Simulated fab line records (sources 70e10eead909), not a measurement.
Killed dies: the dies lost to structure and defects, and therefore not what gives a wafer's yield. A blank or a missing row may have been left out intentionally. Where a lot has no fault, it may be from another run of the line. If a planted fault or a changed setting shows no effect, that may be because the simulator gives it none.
Struck lot and sound lot, side by side / flow nand_harc / 15 out of 1302 route steps
Sound: wafers L374.4, L374.5, L374.6. Wafers struck: L383.1, L383.4, L383.6. The cause is given at the end.
At each step with rows: each side's tool, then ch and its chambers, then its first start. Under that, the readings that differ: sound wafers / struck wafers / difference of the means / sigmas: that difference in standard deviations of wafers without a fault.
alike: readings whose means differ by less than 2 such deviations, and words and numbers that are the same on both sides. not compared: withheld readings, readings that some wafer has no value for, bounds like >300 that may hide the same value, and numbers for which the record gives no deviation and whose values overlap.
A row with sigmas, a row that says differs or no value, or rows on one side alone: a step with any of these is where the two part. Numbers that don't overlap but have no deviation are shown without sigmas and don't part them. A reading missing from all wafers of one side parts the sides only when that side holds two or more wafers.

first, 5 steps without rows for these wafers: NHARC_A_BONDPAD_SOFTBAKE_04 (time 70 s); NHARC_A_BONDPAD_EBR_05; NHARC_A_BONDPAD_EXPOSE_06 (exposes mask A BPAD); NHARC_A_BONDPAD_PEB_07 (peb time 80 s); NHARC_A_BONDPAD_DEVELOP_08 (time 50 s).
NHARC_A_BONDPAD_CD_MEAS_09: target cd 500 nm.
  sound on cd_sem-01 ch 0, day 23 23:22; struck on cd_sem-03 ch 0, day 27 19:12
  alike: cd_nm
NHARC_A_BONDPAD_OVL_MEAS_35:
  struck on overlay-02, day 27 19:17; sound on overlay-01, day 23 23:27
  alike: overlay_x_nm, overlay_y_nm
then, 1 step without rows for these wafers: NHARC_A_BONDPAD_HARDBAKE_10 (time 65 s).
NHARC_A_BONDPAD_DESCUM_11: chemistry O2, time 3 s.
  sound on rie_diel-05 ch 1,2, day 23 23:35; struck on rie_diel-09 ch 0,2, day 27 19:26
  alike: drypump_motor_current_A, oes_product_au, rf_vpp_V, showerhead_plenum_p_Torr, throttle_valve_pct
  not compared: rf_hours_counter_h
NHARC_A_BONDPAD_ETCH_34: etches the open film in N2/H2, target depth 60 nm, overetch 18 nm, time 65.91 s.
  sound on rie_diel-05 ch 0,1,2, day 23 23:41; struck on rie_diel-09 ch 0,1, day 27 19:32
  alike: drypump_motor_current_A, oes_product_au, rf_fwd_power_W, rf_vpp_V, showerhead_plenum_p_Torr, throttle_valve_pct
  not compared: rf_hours_counter_h
NHARC_A_BONDPAD_ETCH_12: etches the open film in CHF3/O2, target depth 220 nm, time 110 s.
  sound on rie_diel-05 ch 1,2; struck on rie_diel-09 ch 0,1
  alike: drypump_motor_current_A, oes_product_au, rf_fwd_power_W, rf_vpp_V, showerhead_plenum_p_Torr, throttle_valve_pct
  not compared: rf_hours_counter_h
NHARC_A_BONDPAD_CD_MEAS_13:
  struck on cd_sem-03, day 27 19:47; sound on cd_sem-03, day 23 23:54
  alike: cd_nm
NHARC_A_BONDPAD_STRIP_15: strips in O2.
  sound on rie_diel-09 ch 0,1, day 23 23:59; struck on rie_diel-09 ch 0,1, day 27 19:52
reading=chamber_pressure_mTorr (mTorr); sound=59.91 59.95 60.04; struck=54.78 54.75 54.77; difference=-5.20; sigmas=-91
  alike: drypump_motor_current_A, oes_product_au, rf_vpp_V, showerhead_plenum_p_Torr, throttle_valve_pct
  not compared: rf_hours_counter_h
NHARC_A_BONDPAD_ETCH_24: etches the open film in CF4/N2, target depth 30 nm, time 72.99 s.
  sound on rie_diel-09 ch 0,1,2; struck on rie_diel-09 ch 1,2, day 27 20:02
  alike: drypump_motor_current_A, oes_product_au, rf_fwd_power_W, rf_vpp_V, showerhead_plenum_p_Torr, throttle_valve_pct
  not compared: rf_hours_counter_h
following that, these wafers have no rows for 1 step: NHARC_END_SORT_01.

WHERE THEY PART
Within this record, at NHARC_A_BONDPAD_STRIP_15 only. Later steps at which nothing parts them and some readings are alike: NHARC_A_BONDPAD_ETCH_24.

WHY: what the simulator had put in
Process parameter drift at NHARC_A_BONDPAD_STRIP_15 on rie_diel-09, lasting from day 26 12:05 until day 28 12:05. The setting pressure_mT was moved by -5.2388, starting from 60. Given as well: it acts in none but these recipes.
